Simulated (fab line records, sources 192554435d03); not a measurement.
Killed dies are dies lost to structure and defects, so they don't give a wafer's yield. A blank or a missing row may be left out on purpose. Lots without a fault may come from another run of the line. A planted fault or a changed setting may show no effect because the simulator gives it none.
fab line records | flow n5_finfet
record lots=4 wafers=11 last_day=18
route steps=1938 shown BEOL_M8@1368 BEOL_M9@1401 BEOL_M15@1830
lots that met no fault: from a run of the same line without faults
start_h: hours from the record's first day to the start of the lot's first wafer shown | wait_h: hours since the lot's step before | " the same as in the row above | L1.1+2: a row that stands for several wafers | - no value, or no start given | * or withheld: withheld | < > ~ a bound
route shown NAME@n: a module of which the file shows steps, and the number in the route of the first | usual: mean/standard deviation of fault-free wafers | same: alike in all rows | chamber/n: place in a boat | sites: the reading at each site | _std_site: their standard deviation | _edge_site: outer sites' mean less inner sites' | radius_mm: how far each site lies from the wafer's centre | mask NAME#n: copy n | behind: the tool/chamber that last shaped the wafer | hold: why the lot was held/for how many hours/how that ended | device: the transistor (n, p or np) that didn't switch | end of line: the same wafers' tests at the end of the route | a step without rows: its recipe alone | killed: dies lost to structure and defects at the first sort, not the wafer's yield | map: a wafer's dies, x killed, . not, _ none there
set.NAME: the setting as run; set.NAME@STEP: as run at that earlier step | model.NAME: the simulator's own value behind a step, which no gauge read
lots at some steps of the route; a table a step, a row a wafer
services: from which hour (start_h, from the record's first day; less than 0 if before it) a tool's chamber was out of use, for how many hours, and why
## steps
# step N5_BEOL_M8_DESCUM_33
# recipe chemistry=O2 time_s=7 source_power_w=50 bias_power_w=20 pressure_mtorr=20 rf_frequency_hz=2.712e+07 temp_c=40 resist=CAR-EUV o2_flow_sccm=225
# step N5_BEOL_M8_ETCH_72
# recipe chemistry=N2/H2 target=underlayer target_depth_a=65 mask_material=CAR-EUV time_s=5.2 ion_energy_ev=200 pressure_mtorr=30 source_w=840 bias_w=150 n2_flow_sccm=200 h2_flow_sccm=200 ends=cleared
# step N5_BEOL_M8_ETCH_65
# recipe chemistry=CF4 target=SiARC target_depth_a=156 mask_material=CAR-EUV time_s=26 ion_energy_ev=80 pressure_mtorr=40 source_w=545 bias_w=36 Ar_flow_sccm=100 cf4_flow_sccm=100 ends=cleared
# step N5_BEOL_M8_ETCH_66
# recipe chemistry=N2/H2 target=SOC target_depth_a=800 overetch_a=160 mask_material=SiARC temp_c=40 time_s=120 ion_energy_ev=200 pressure_mtorr=30 source_w=840 bias_w=150 n2_flow_sccm=200 h2_flow_sccm=200
# step N5_BEOL_M8_STRIP_69
# recipe chemistry=N2/H2 temp_c=40 n2_flow_sccm=200 h2_flow_sccm=200 rf_frequency_hz=6e+07
# step N5_BEOL_M8_STRIP_73
# recipe chemistry=N2/H2 temp_c=40 n2_flow_sccm=200 h2_flow_sccm=200 rf_frequency_hz=6e+07
# step N5_BEOL_M8_VIA_ETCH_34
# recipe chemistry=C4F6/O2 target=SiCOH_lowk target_depth_a=1255 mask_material=SOC taper_deg=4 time_s=50.5 ion_energy_ev=250 pressure_mtorr=30 source_w=345 bias_w=185 Ar_flow_sccm=300 C4F6_flow_sccm=10 O2_flow_sccm=10
# step N5_BEOL_M8_STRIP_76
# recipe chemistry=C4F6/O2 resist=SiARC rf_frequency_hz=6e+07
# step N5_BEOL_M8_STRIP_36
# recipe chemistry=N2/H2 power_w=450 temp_c=40 pressure_mtorr=20 rf_frequency_hz=6e+07 overash_fraction=0.3 bias_power_w=7 h2_frac=0.5 n2_flow_sccm=200 h2_flow_sccm=200
# step N5_BEOL_M8_TRENCH_ETCH_37
# recipe chemistry=C4F6/O2 target_depth_a=934.78 target=SiCOH_lowk time_s=31.2 ion_energy_ev=250 pressure_mtorr=30 source_w=345 bias_w=185 Ar_flow_sccm=300 C4F6_flow_sccm=10 O2_flow_sccm=10
# usual chamber_pressure_mTorr=29.998/0.029 drypump_motor_current_A=5.7/0.54 oes_product_au=0.84/0.088 rf_vpp_V=661/11 showerhead_plenum_p_Torr=2.87/0.12 throttle_valve_pct=20.82/0.22
# columns lot.wafer tool chamber start_h wait_h chamber_pressure_mTorr drypump_motor_current_A oes_product_au rf_hours_counter_h rf_vpp_V showerhead_plenum_p_Torr throttle_valve_pct model.BEOL_M8.feature_depth_nm model.etch.depth_nm model.TiN_of_BEOL_M8_HM_DEP_02.thk_nm
L473.1 rie_diel-02 3 266.41 - 29.990 6.6 0.82 243 651 2.68 20.74 126.4 126.4 16.6
L473.3 " 1 " " 30.013 5.4 0.93 6 673 3.04 20.76 90.2 90.24 17.8
L475.1 rie_diel-02 3 275.67 - 29.968 6.6 0.81 245 653 2.68 20.74 125.6 125.7 16.4
L475.4 " 1 " " 30.008 5.4 0.93 8 673 3.04 20.75 91.2 91.14 17.6
L475.6 " 1 " " 29.976 5.4 0.93 - 672 3.04 20.75 90.8 90.78 17
L486.1 rie_diel-02 1 358.18 - 29.980 5.4 0.87 37 671 3.03 20.79 91 91.07 17.2
L486.4 " 3 " " 30.014 6.6 0.95 - 663 3.01 20.33 94.8 94.86 17.2
L486.5 " 2 " " 30.021 5.4 0.84 - 668 3.00 20.92 92.2 92.14 17.2
L487.2 rie_diel-02 0 376.43 - 29.988 5.5 0.96 3 655 3.01 20.64 95.8 95.88 17.6
L487.3 " 3 " " 29.994 6.6 0.93 20 663 3.01 20.34 96 96.09 17.4
L487.4 " 1 " " 30.033 5.4 0.87 45 672 3.03 20.81 92.2 92.27 17.4
# step N5_BEOL_M8_ETCH_41
# recipe chemistry=CH3F/O2 target=SiCN target_depth_a=319 taper_deg=2 time_s=57.8 ion_energy_ev=120 mask_material=TiN pressure_mtorr=30 source_w=395 bias_w=75 Ar_flow_sccm=150 CH3F_flow_sccm=30 O2_flow_sccm=20
# step N5_BEOL_M8_STRIP_80
# recipe chemistry=N2/H2 time_s=10 power_w=450 temp_c=40 pressure_mtorr=20 rf_frequency_hz=6e+07 bias_power_w=7 n2_flow_sccm=200 h2_flow_sccm=200
# step N5_BEOL_M8_OCD_MEAS_38
# usual trench_depth_nm=92.9/1.8
# columns lot.wafer tool chamber start_h wait_h trench_depth_nm
L473.1 ocd-02 - 266.56 - 126.3
L473.3 " - " " 90.2
L475.1 ocd-01 - 275.83 - 125.4
L475.4 " - " " 91.4
L475.6 " - " " 90.8
L486.1 ocd-02 - 358.34 - 91.4
L486.4 " - " " 95.6
L486.5 " - " " 92.3
L487.2 ocd-01 - 376.58 - 95.9
L487.3 " - " " 96.2
L487.4 " - " " 92.4
# step N5_BEOL_M8_HM_STRIP_39
# recipe chemistry=peroxide_tin_strip material=TiN target_depth_a=250 temp_c=50 time_s=158
# step N5_BEOL_M8_SRD_40
# recipe time_s=30 temp_c=23 rinse_liquid=diw dry=ipa_marangoni
# step N5_BEOL_M8_PRECLEAN_42
# recipe chemistry=residue_remover time_s=60 temp_c=40
# step N5_BEOL_M8_SRD_43
# recipe time_s=30 temp_c=23 rinse_liquid=diw dry=ipa_marangoni
# step N5_BEOL_M8_CURE_75
# recipe temp_c=370 time_s=120 ambient=DMADMS/He material=SiCOH_lowk
# step N5_BEOL_M8_DEGAS_44
# recipe ambient=vacuum temp_c=250 time_s=60
# step N5_BEOL_M8_PRE_CLEAN_45
# recipe gas=H2/He time_s=30 temp_c=250
# step N5_BEOL_M8_ALD_77
# recipe material=TaN target_thk_a=20 temp_c=275 ald_precursor_family=PDMAT ald_co_reactant=NH3 pressure_torr=3 carrier_flow_sccm=1500 pulse_time_s=2 purge_time_s=3 co_reactant_purge_time_s=2 co_reactant_pulse_time_s=3 ald_cycles=40 precursor_vessel_temp_c=75 precursor_vessel_pressure_torr=26.25 precursor_vessel_carrier_sccm=1000
# step N5_BEOL_M8_SURFACE_TREAT_79
# recipe gas=Ar time_s=* ion_energy_ev=* ion_current_ma_cm2=0.5 pressure_mtorr=* ar_flow_sccm=30
# step N5_BEOL_M8_CVD_78
# recipe material=Co target_thk_a=20 temp_c=withheld precursor=CCTBA/H2 pressure_torr=30 time_s=142.3
# step N5_BEOL_M8_SPUTTER_48
# recipe material=Cu target_thk_a=100 temp_c=-20 bias_v=60 power_w=26000 chamber_pressure_pa=0.13 time_s=1.667
# step N5_BEOL_M8_ECD_50
# recipe material=Cu target_thk_a=3000
# step N5_BEOL_M8_ANNEAL_51
# recipe temp_c=225 time_s=90 ambient=N2
# step N5_BEOL_M8_CMP_52
# recipe stop_on=SiCOH_lowk t_overpolish_s=6.9 down_force_psi=1 platen_rpm=50 clearing_platen_down_force_psi=1.5 clearing_platen_rpm=50 post_cmp_clean=cu_alkaline target_thk_nm=80 clearing_platen_pad_velocity_m_s=0.99484 pad_velocity_m_s=0.99484
# usual clearing_platen_rpm=49.998/0.023 motor_current_A=5.9/0.54 retaining_ring_pressure_frac=1.002/0.0048
# columns lot.wafer tool chamber start_h wait_h clearing_platen_rpm motor_current_A retaining_ring_pressure_frac model.Cu_of_BEOL_M8_ECD_50.thk_nm
L473.3 cmp-04 3 268.75 0.2 50.020 6.4 1.003 78
L473.1 " 2 " " 50.023 5.7 1.001 112.8
L475.4 cmp-01 2 277.75 0.2 50.019 6.0 1.005 77.6
L475.1 " 3 " " 50.022 6.2 0.994 115.8
L475.6 " 2 " " 49.984 5.8 1.005 77.2
L486.4 cmp-02 3 360.75 0.1 49.993 5.7 0.990 80.2
L486.1 " 0 " " 50.049 5.4 0.997 77.8
L486.5 " 0 " " 50.029 5.4 1.005 79
L487.3 cmp-02 2 381.13 0.2 50.025 6.6 1.003 82
L487.4 " 3 " " 49.990 5.2 1.004 78.8
L487.2 " 1 " " 49.962 6.0 1.000 83.6
# step N5_BEOL_M8_THK_MEAS_53
# recipe thk_meas_gauge=xrf reads=Cu_of_BEOL_M8_ECD_50
# usual M8_THK=79.6/2
# columns lot.wafer tool chamber start_h wait_h M8_THK[nm]
L473.1 film_metro-02 - 269.04 - 112.7
L473.3 " - " " 77.6
L475.1 film_metro-01 - 278.00 - 115.9
L475.4 " - " " 77.3
L475.6 " - " " 77.7
L486.1 film_metro-01 - 361.05 - 77.8
L486.4 " - " " 80.2
L486.5 " - " " 79.1
L487.2 film_metro-02 - 381.42 - 83.5
L487.3 " - " " 81.5
L487.4 " - " " 78.1
# step N5_BEOL_M8_PRE_CLEAN_55
# recipe gas=NH3 time_s=15 temp_c=withheld rf_power_w=300
# step N5_BEOL_M8_DEP_56
# recipe material=SiCN target_thk_a=100 temp_c=withheld precursor=3MS/NH3 pressure_torr=3 rf_w=202 time_s=17.5
# step N5_BEOL_M8_RS_MEAS_57
# recipe thk_meas_gauge=four-point-probe reads=Cu_of_BEOL_M8_ECD_50+Co_of_BEOL_M8_CVD_78+TaN_of_BEOL_M8_ALD_77
# usual M8_RS=0.288/0.0088
# columns lot.wafer tool chamber start_h wait_h M8_RS[ohm/sq]
L473.1 film_metro-01 - 269.17 0.1 0.193
L473.3 " - " " 0.296
L475.1 film_metro-02 - 278.13 0.1 0.187
L475.4 " - " " 0.297
L475.6 " - " " 0.298
L486.1 film_metro-02 - 361.18 0.1 0.295
L486.4 " - " " 0.285
L486.5 " - " " 0.290
L487.2 film_metro-01 - 381.56 0.1 0.272
L487.3 " - " " 0.278
L487.4 " - " " 0.292
# step N5_BEOL_M9_ILD_DEP_00
# recipe material=SiCOH_lowk target_thk_a=3085.1 temp_c=300 precursor=DEMS/porogen pressure_torr=5 rf_w=500 time_s=58
# step N5_BEOL_M9_CURE_71
# recipe temp_c=385 time_s=240 ambient=He/Ar material=SiCOH_lowk
# step N5_BEOL_M9_PECVD_70
# recipe material=SiO2 target_thk_a=200 temp_c=400 precursor=TEOS/O2 pressure_torr=5.5 rf_w=450 teos_flow_sccm=53.8 gas=O2 flow_sccm=3000 time_s=22.7
# step N5_BEOL_M9_HM_DEP_02
# recipe material=TiN target_thk_a=200 temp_c=25 chamber_pressure_pa=0.49996
# step N5_BEOL_M9_COAT_59
# recipe resist=SOC temp_c=250 time_s=60 spin_rpm=1500 resist_thk_nm=100
# step N5_BEOL_M15_RC_MEAS_101
# usual COMB_M10=1.39e-11/3e-12 COMB_M11=1.5e-11/3.3e-12 COMB_M11_max_site=2.1e-11/5.2e-12 COMB_M12=6.2e-12/1.3e-12 COMB_M13=4.6e-12/1e-12 COMB_M14=3.7e-12/8.7e-13 COMB_M15=2.3e-12/6.9e-13 COMB_M5=3.6e-11/6.7e-12 COMB_M6=2.6e-11/5e-12 COMB_M7=2.5e-11/5.6e-12 COMB_M7_max_site=3.6e-11/8.5e-12 COMB_M9=1.42e-11/2.8e-12 COMB_M9_max_site=2.1e-11/4.6e-12 SERP_M10=3.07/0.099 SERP_M11=3.09/0.11 SERP_M12=0.632/0.018 SERP_M13=0.308/0.005 SERP_M14=0.160/0.0047 SERP_M14_max_site=0.162/0.0049 SERP_M5=38.9/1.6 SERP_M6=14.2/0.59 SERP_M7=14.0/0.59 SERP_M8=13.7/0.54 SERP_M8_max_site=14.2/0.54 SERP_M9=3.11/0.11
# columns lot.wafer tool chamber start_h wait_h COMB_M10[S/m] COMB_M11[S/m] COMB_M11_max_site[S/m] COMB_M12[S/m] COMB_M13[S/m] COMB_M14[S/m] COMB_M15[S/m] COMB_M5[S/m] COMB_M6[S/m] COMB_M7[S/m] COMB_M7_max_site[S/m] COMB_M9[S/m] COMB_M9_max_site[S/m] SERP_M10[ohm/um] SERP_M11[ohm/um] SERP_M12[ohm/um] SERP_M13[ohm/um] SERP_M14[ohm/um] SERP_M14_max_site[ohm/um] SERP_M5[ohm/um] SERP_M6[ohm/um] SERP_M7[ohm/um] SERP_M8[ohm/um] SERP_M8_max_site[ohm/um] SERP_M9[ohm/um]
L473.1 prober-01 0 323.49 0.0 1.58e-11 1.2e-11 1.8e-11 7.5e-12 2.8e-12 4.7e-12 2.6e-12 3.9e-11 3.1e-11 2.7e-11 4.8e-11 1.75e-11 2.7e-11 3.01 2.96 0.632 0.307 0.159 0.160 38.4 14.3 14.5 9.5 9.9 3.06
L473.3 " 0 " " 1.41e-11 1.2e-11 1.7e-11 6.3e-12 3.3e-12 4.2e-12 2.9e-12 4.4e-11 2.8e-11 2.1e-11 3e-11 1.84e-11 3e-11 3.27 3.02 0.603 0.313 0.160 0.162 37.1 15.0 14.4 14.4 15.0 3.12
L475.1 prober-02 0 327.76 0.0 1.28e-11 1.4e-11 2.2e-11 4.6e-12 6.9e-12 3.4e-12 1.2e-12 3.6e-11 3e-11 4.4e-11 5.5e-11 1.41e-11 2.3e-11 3.22 3.24 0.602 0.310 0.162 0.164 41.2 13.5 13.3 8.8 9.1 3.16
L475.4 " 0 " " 1.31e-11 2.5e-11 3e-11 6e-12 4.5e-12 3.7e-12 1.5e-12 2.9e-11 3.8e-11 2.2e-11 3.2e-11 1.23e-11 1.7e-11 3.12 3.03 0.652 0.308 0.164 0.166 40.1 13.2 14.0 13.4 13.9 2.91
L475.6 " 0 " " 1.18e-11 1.9e-11 2.6e-11 6.7e-12 3.6e-12 3.4e-12 1.2e-12 3.7e-11 3.2e-11 2.7e-11 3.4e-11 1.59e-11 1.9e-11 3.10 3.22 0.645 0.313 0.159 0.160 38.0 13.6 14.1 14.5 14.9 3.10
L486.1 prober-01 0 410.09 0.0 1.29e-11 1.1e-11 1.6e-11 5.2e-12 5.9e-12 5.7e-12 2e-12 3.5e-11 3.6e-11 1.6e-11 2.1e-11 1.37e-11 1.8e-11 3.05 2.98 0.647 0.313 0.162 0.163 38.7 13.9 14.2 14.2 14.8 2.93
L486.4 " 0 " " 1.85e-11 1.7e-11 2.3e-11 5.6e-12 5.7e-12 4.2e-12 3.9e-12 4e-11 2.8e-11 1.8e-11 2.4e-11 2.02e-11 3e-11 3.09 3.13 0.624 0.306 0.158 0.158 36.2 14.8 15.1 13.2 13.6 2.90
L486.5 " 0 " " 1.44e-11 1.1e-11 1.4e-11 6.5e-12 4.4e-12 4.8e-12 2.6e-12 3.2e-11 3e-11 2e-11 3e-11 1.33e-11 1.6e-11 3.06 3.01 0.659 0.310 0.158 0.159 41.4 13.4 14.2 13.5 14.0 2.97
L487.2 prober-01 0 424.76 0.2 1.19e-11 1.5e-11 2.5e-11 5.9e-12 5.4e-12 5e-12 3.3e-12 4.1e-11 2.6e-11 1.7e-11 2.3e-11 1.47e-11 2.3e-11 3.10 2.99 0.641 0.307 0.156 0.157 37.0 15.2 14.8 13.2 13.7 3.27
L487.3 " 0 " " 1.37e-11 1.6e-11 2.4e-11 8e-12 5.3e-12 2.8e-12 2.2e-12 4.8e-11 2.3e-11 2.5e-11 3.3e-11 1.73e-11 2.4e-11 3.16 3.02 0.643 0.300 0.156 0.158 39.7 14.4 13.5 13.9 14.6 3.00
L487.4 " 0 " " 1.36e-11 2.2e-11 2.9e-11 5.7e-12 5.3e-12 3.3e-12 2.6e-12 3.4e-11 2.7e-11 2.3e-11 3e-11 1.69e-11 2.6e-11 3.05 3.08 0.622 0.309 0.164 0.165 37.5 14.6 14.3 14.0 14.7 3.04
# sites SERP_M8 radius_mm=0,75,75,75,75,140,140,140,140
L473.1 9.6 9.5 9.9 9.7 9.5 9.1 9.4 9.7 9.0
L475.1 9.1 8.8 8.9 8.8 9.0 8.6 8.4 8.7 8.4
L486.1 13.8 13.7 14.2 13.8 13.7 14.2 14.8 14.8 14.2
L487.2 12.6 12.8 12.8 13.2 12.9 13.7 13.2 13.4 13.4
## services
# columns tool chamber start_h hours kind
rie_diel-02 0 262.90 4.5 repair
rie_diel-02 3 287.94 - clean
rie_diel-02 3 287.94 - consumable_replace:focus_ring
rie_diel-02 3 287.94 - consumable_replace:showerhead
rie_diel-02 3 287.94 28.8 scheduled_down
rie_diel-02 3 287.94 28.8 vent_cycle
cmp-01 - 291.99 1.7 repair
cmp-02 - 337.85 1.1 repair
cmp-01 - 340.13 7.8 pm
cmp-02 - 344.61 0.6 repair
cmp-04 - 346.63 0.8 repair
rie_diel-02 0 353.41 - clean
rie_diel-02 0 353.41 - consumable_replace:focus_ring
rie_diel-02 0 353.41 - consumable_replace:showerhead
rie_diel-02 0 353.41 14.4 scheduled_down
rie_diel-02 0 353.41 14.4 vent_cycle
cmp-01 - 372.76 4.5 pm
cmp-01 - 377.37 10.4 pm
## key
first_sign step=N5_BEOL_M8_OCD_MEAS_38 reading=trench_depth_nm direction=up sigmas=18 usual=92.9 struck=125.8
effect step=N5_BEOL_M8_THK_MEAS_53 reading=M8_THK direction=up sigmas=17 usual=79.6 struck=114.3
effect step=N5_BEOL_M8_RS_MEAS_57 reading=M8_RS direction=down sigmas=11 usual=0.288 struck=0.190
effect step=N5_BEOL_M15_RC_MEAS_101 reading=SERP_M8 direction=down sigmas=8.5 usual=13.7 struck=9.1
model_effect step=N5_BEOL_M8_TRENCH_ETCH_37 value=BEOL_M8.feature_depth_nm without=91.9 struck=126
model_effect step=N5_BEOL_M8_CMP_52 value=Cu_of_BEOL_M8_ECD_50.thk_nm without=80.2 struck=114.3
met_at N5_BEOL_M8_TRENCH_ETCH_37
struck_wafers L473.1,L475.1
fault kind=process_parameter_drift tool=rie_diel-02 chamber=- onset_h=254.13 steps=N5_BEOL_M8_TRENCH_ETCH_37 channel=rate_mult offset=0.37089 shape=step end_h=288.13 scope=struck_wafers_only
